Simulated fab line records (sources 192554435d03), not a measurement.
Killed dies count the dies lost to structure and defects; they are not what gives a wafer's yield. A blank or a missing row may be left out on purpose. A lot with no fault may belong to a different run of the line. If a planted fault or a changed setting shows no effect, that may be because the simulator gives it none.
2 desks looking at one fault :: flow n5 finfet :: each desk has only its own numbers; what lay behind them comes last

== AT THE TOOL OWNER'S DESK: rie si-06 ==
The tool's own readings at N5_BEOL_M0_SAQP_ETCH_102 (etches SiO2 in CF4, target depth 4 nm, time 4.4 s): means of the sampled wafers that have a number, for each lot that ran on this tool. If a lot's mean is further than 4 standard deviations from the usual mean, the lot is out of limits and carries the mark OUT (the distance appears in the brackets).
Columns: A = chamber pressure mTorr at N5_BEOL_M0_SAQP_ETCH_102, usual 10.000 mTorr; B = drypump motor current A at N5_BEOL_M0_SAQP_ETCH_102, usual 5.7 A; C = oes product au at N5_BEOL_M0_SAQP_ETCH_102, usual 0.994 a.u.; D = rf fwd power W at N5_BEOL_M0_SAQP_ETCH_102, usual 790 W; E = throttle valve pct at N5_BEOL_M0_SAQP_ETCH_102, usual 21.69 %
lot: L135
first seen here: day 6 12:04
A: 9.991
B: 5.6
C: 1.001
D: 792
E: 21.70

lot: L146
first seen here: day 8 19:02
A: 9.997
B: 5.9
C: 0.916
D: 787
E: 21.59

lot: L150
first seen here: day 9 15:37
A: 10.011
B: 6.0
C: 0.851 (-6.2) OUT
D: 789
E: 21.60
This desk finds L150 out of limits, L150 being first, at day 9 15:37 (oes product au at N5_BEOL_M0_SAQP_ETCH_102). L135, L146 stayed within limits.

== THE METROLOGY DESK ==
What the gauges read, lot by lot, whatever tool the lot ran on: means of the sampled wafers that have a number. If a lot's mean is further than 4 standard deviations from the usual mean, the lot is out of limits and carries the mark OUT (the distance appears in the brackets). Only the readings that lie furthest out on some lot appear, 7 of the 11 it has.
Columns: A = cd nm at N5_BEOL_M0_SAQP_CD_MEAS_25, usual 12.75 nm; B = IOFF_N at N5_BEOL_M4_RC_MEAS_101, usual 0.16 nA/um; C = IOFF_P at N5_BEOL_M4_RC_MEAS_101, usual 0.21 nA/um; D = ION_N at N5_BEOL_M4_RC_MEAS_101, usual 672 uA/um; E = SS_P at N5_BEOL_M4_RC_MEAS_101, usual 73.4 mV/dec; F = VT_N at N5_BEOL_M4_RC_MEAS_101, usual 250 mV; G = VT_P at N5_BEOL_M4_RC_MEAS_101, usual -250.5 mV
lot: L135
first seen here: day 6 11:46
A: 12.56
B: 0.19
C: 0.24
D: 677
E: 73.3
F: 247
G: -248.5

lot: L143
first seen here: day 7 20:05
A: 12.72
B: 0.13
C: 0.18
D: 671
E: 72.7
F: 250
G: -250.1

lot: L146
first seen here: day 8 18:53
A: 12.43
B: 0.19
C: 0.26
D: 688
E: 74.2
F: 246
G: -248.0

lot: L150
first seen here: day 9 15:28
A: 12.61
B: 0.16
C: 0.22
D: 666
E: 72.9
F: 252
G: -249.9

lot: L153
first seen here: day 10 06:34
A: 12.77
B: 0.16
C: 0.19
D: 676
E: 73.4
F: 250
G: -251.6

lot: L156
first seen here: day 11 04:56
A: 12.79
B: 0.22
C: 0.27
D: 680
E: 74.3
F: 246
G: -245.9
Result from this desk: across the 6 lots, nothing is out of limits.

== PUT TOGETHER ==
At day 9 15:37, on L150, the tool owner's desk was in a position to raise an alarm.
At the metrology desk, nothing out of limits was observed.
The metrology desk holds a record of L150, inside its limits.
The lots listed all ran N5_BEOL_M0_SAQP_ETCH_102 on rie si-06.

== WHAT THE SIMULATOR PUT IN ==
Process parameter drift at N5_BEOL_M0_SAQP_ETCH_102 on rie si-06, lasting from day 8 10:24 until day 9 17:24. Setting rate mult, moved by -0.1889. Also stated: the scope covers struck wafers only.
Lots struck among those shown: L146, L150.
Time in hours from fault onset to the first out-of-limits reading at each desk: the tool owner's desk, 29.
